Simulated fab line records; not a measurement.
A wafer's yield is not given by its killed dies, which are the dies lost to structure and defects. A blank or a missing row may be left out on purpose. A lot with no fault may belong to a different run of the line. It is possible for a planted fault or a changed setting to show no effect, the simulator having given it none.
Comparing a struck lot with a sound one | flow nandHarc | 12 steps out of a route of 1159
Sound: wafers L810.1, L810.3, L810.5. Struck: wafer L818.6 (left out: L818.2, L818.5 of the same lot, which were not struck); the cause appears at the end.
Order at every step that has rows: each side's tool, ch and its chambers, its first start. Under that, the readings that differ: sound wafers | struck wafers | difference of the means | sigmas: that difference in standard deviations of wafers without a fault.
alike: same words and numbers on both sides, and readings whose means sit less than 2 such deviations apart. not compared: any withheld reading, any reading some wafer has no value for, any bound like >300 that may hide the same value, and any number with overlapping values for which the record gives no deviation.
Wherever a step has rows on one side only, a row that says differs or no value, or a row with sigmas, the two part there. Numbers that have no deviation but don't overlap get no sigmas and don't part them. A reading missing from all wafers of one side parts the sides only when that side holds two or more wafers.

NHARC_A_WL_FILL_INSPECT_15:
  struck on defectInspect-02, day 20 14:22; sound on defectInspect-01, day 18 16:20
  alike: rawDefectCount
NHARC_A_CONTACT_DEP_24: deposits SiO2, target thk 500 nm.
  sound on pecvd-03 ch 0,1, day 18 16:28; struck on pecvd-03 ch 1, day 20 14:33
  alike: heaterPowerW, throttleValvePct
NHARC_A_CONTACT_DEP_28: deposits aC, target thk 3600 nm.
  sound on aclDep-01 ch 0, day 18 17:47; struck on aclDep-01 ch 0, day 20 16:57
  alike: throttleValvePct
NHARC_A_CONTACT_DEP_29: deposits SiON, target thk 70 nm.
  sound on pecvd-03 ch 1,2, day 18 20:01; struck on pecvd-01 ch 1, day 20 17:51
  alike: heaterPowerW
then, 5 steps without rows for these wafers: NHARC_A_CONTACT_DEHYDRATE_32 (time 120 s); NHARC_A_CONTACT_HMDS_33 (time 30 s); NHARC_A_CONTACT_COAT_34 (time 75 s); NHARC_A_CONTACT_COAT_35 (time 65 s); NHARC_A_CONTACT_COAT_36 (resist thk 90 nm).
NHARC_A_CONTACT_SOFTBAKE_37: time 55 s.
  sound on lithoTrack-01 ch 0, day 18 20:00; struck on lithoTrack-01 ch 0, day 20 18:00
reading               | sound                | struck | difference | sigmas
heaterPowerTotalW (W) | 188.44 188.36 188.36 | 244.47 | +56.08     | +99 or more
after that, 1 step had no rows for these wafers: NHARC_A_CONTACT_EBR_38.
-- the record jumps here: 3 days lie between the struck wafers' starts before and after (it left off in module A_CONTACT and takes up again in module END, whose first step shown is number 1159 of the route) --
NHARC_END_SORT_01:
  only the struck wafers appear in the record here, on prober-01 ch 0 at day 24 01:20; the sound ones have no rows

## WHERE THEY PART
First at NHARC_A_CONTACT_SOFTBAKE_37; last, within this record, at NHARC_END_SORT_01.

WHY: what had been put in by the simulator
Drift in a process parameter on lithoTrack-01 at NHARC_A_CONTACT_SOFTBAKE_37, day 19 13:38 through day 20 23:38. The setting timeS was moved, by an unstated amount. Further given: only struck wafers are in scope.
